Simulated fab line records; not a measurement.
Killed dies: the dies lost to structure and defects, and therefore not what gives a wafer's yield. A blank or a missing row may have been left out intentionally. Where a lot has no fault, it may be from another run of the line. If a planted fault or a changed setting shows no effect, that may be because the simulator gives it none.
Check of tool commonality || flow nand_harc || Sampled: 3 lots, 9 wafers

THE REASON FOR OPENING IT
On 3 of the 3 lots, a flag is raised at NHARC_END_SORT_01 on the reading killed_dies. No-fault wafers: 58, standard deviation 18.
Rule: a lot is flagged when every wafer of it that has a number lies more than 4 standard deviations from that mean, or none has a number. All remaining lots are regarded as sound.

{"lot": "L221", "measured": "day 28 15:17", "on": "prober-01", "killed_dies, wafer by wafer": "677 677 677", "flag": "FLAGGED"}
{"lot": "L223", "measured": "day 29 19:20", "on": "prober-02", "killed_dies, wafer by wafer": "677 677 677", "flag": "FLAGGED"}
{"lot": "L222", "measured": "day 30 04:57", "on": "prober-01", "killed_dies, wafer by wafer": "677 677 677", "flag": "FLAGGED"}
Average over the flagged lots: 677; offset from the usual +619, equal to +34 standard deviations.

WHICH TOOL RAN EACH LOT
3 process steps preceding the reading are held in the record, out of 1302 steps in the route. Cell contents, in order: the tool; ch with the chambers the sampled wafers went through; the start.
{"lot": "L221", "flag": "FLAGGED", "NHARC_A_CHANNEL_HOLE_D2_ETCH_19": "har_etch-01 ch 0,1, day 17 22:36", "NHARC_A_CHANNEL_HOLE_D2_ETCH_25": "har_etch-01 ch 0,1, day 18 01:29", "NHARC_A_CHANNEL_HOLE_D2_STRIP_28": "rie_diel-13 ch 0,1, day 18 03:25"}
{"lot": "L223", "flag": "FLAGGED", "NHARC_A_CHANNEL_HOLE_D2_ETCH_19": "har_etch-02 ch 0,1, day 19 09:11", "NHARC_A_CHANNEL_HOLE_D2_ETCH_25": "har_etch-02 ch 0,1, day 19 12:11", "NHARC_A_CHANNEL_HOLE_D2_STRIP_28": "rie_diel-09 ch 0,1,3, day 19 13:58"}
{"lot": "L222", "flag": "FLAGGED", "NHARC_A_CHANNEL_HOLE_D2_ETCH_19": "har_etch-01 ch 0,1, day 19 11:20", "NHARC_A_CHANNEL_HOLE_D2_ETCH_25": "har_etch-01 ch 0,1, day 19 14:37", "NHARC_A_CHANNEL_HOLE_D2_STRIP_28": "rie_diel-08 ch 2,3, day 19 16:07"}
What the steps here do:
- NHARC_A_CHANNEL_HOLE_D2_ETCH_19: etches the open film in C4F8/O2/Ar, time 34.5 s.
- NHARC_A_CHANNEL_HOLE_D2_ETCH_25: etches the open film in C4F8/O2/Ar, time 1040.2 s, target depth 1500 nm.
- NHARC_A_CHANNEL_HOLE_D2_STRIP_28: strips in O2.
- NHARC_END_SORT_01

FLAGGED AGAINST TOTAL, ONE TOOL AT A TIME (gauges that did the reading follow at the end)
{"step": "NHARC_A_CHANNEL_HOLE_D2_ETCH_19", "tool": "har_etch-01", "lots run": 2, "flagged": 2, "share of the flagged lots": "some", "sound lots run after its first flagged lot": 0}
{"step": "NHARC_A_CHANNEL_HOLE_D2_ETCH_19", "tool": "har_etch-02", "lots run": 1, "flagged": 1, "share of the flagged lots": "some", "sound lots run after its first flagged lot": 0}
{"step": "NHARC_A_CHANNEL_HOLE_D2_ETCH_25", "tool": "har_etch-01", "lots run": 2, "flagged": 2, "share of the flagged lots": "some", "sound lots run after its first flagged lot": 0}
{"step": "NHARC_A_CHANNEL_HOLE_D2_ETCH_25", "tool": "har_etch-02", "lots run": 1, "flagged": 1, "share of the flagged lots": "some", "sound lots run after its first flagged lot": 0}
{"step": "NHARC_A_CHANNEL_HOLE_D2_STRIP_28", "tool": "rie_diel-08", "lots run": 1, "flagged": 1, "share of the flagged lots": "some", "sound lots run after its first flagged lot": 0}
{"step": "NHARC_A_CHANNEL_HOLE_D2_STRIP_28", "tool": "rie_diel-09", "lots run": 1, "flagged": 1, "share of the flagged lots": "some", "sound lots run after its first flagged lot": 0}
{"step": "NHARC_A_CHANNEL_HOLE_D2_STRIP_28", "tool": "rie_diel-13", "lots run": 1, "flagged": 1, "share of the flagged lots": "some", "sound lots run after its first flagged lot": 0}
{"step": "NHARC_END_SORT_01", "tool": "prober-01", "lots run": 2, "flagged": 2, "share of the flagged lots": "some", "sound lots run after its first flagged lot": 0}
{"step": "NHARC_END_SORT_01", "tool": "prober-02", "lots run": 1, "flagged": 1, "share of the flagged lots": "some", "sound lots run after its first flagged lot": 0}

THE TABLE: WHAT IT ALLOWS
No row of the table ran every flagged lot.

WHAT HAD BEEN PUT IN BY THE SIMULATOR
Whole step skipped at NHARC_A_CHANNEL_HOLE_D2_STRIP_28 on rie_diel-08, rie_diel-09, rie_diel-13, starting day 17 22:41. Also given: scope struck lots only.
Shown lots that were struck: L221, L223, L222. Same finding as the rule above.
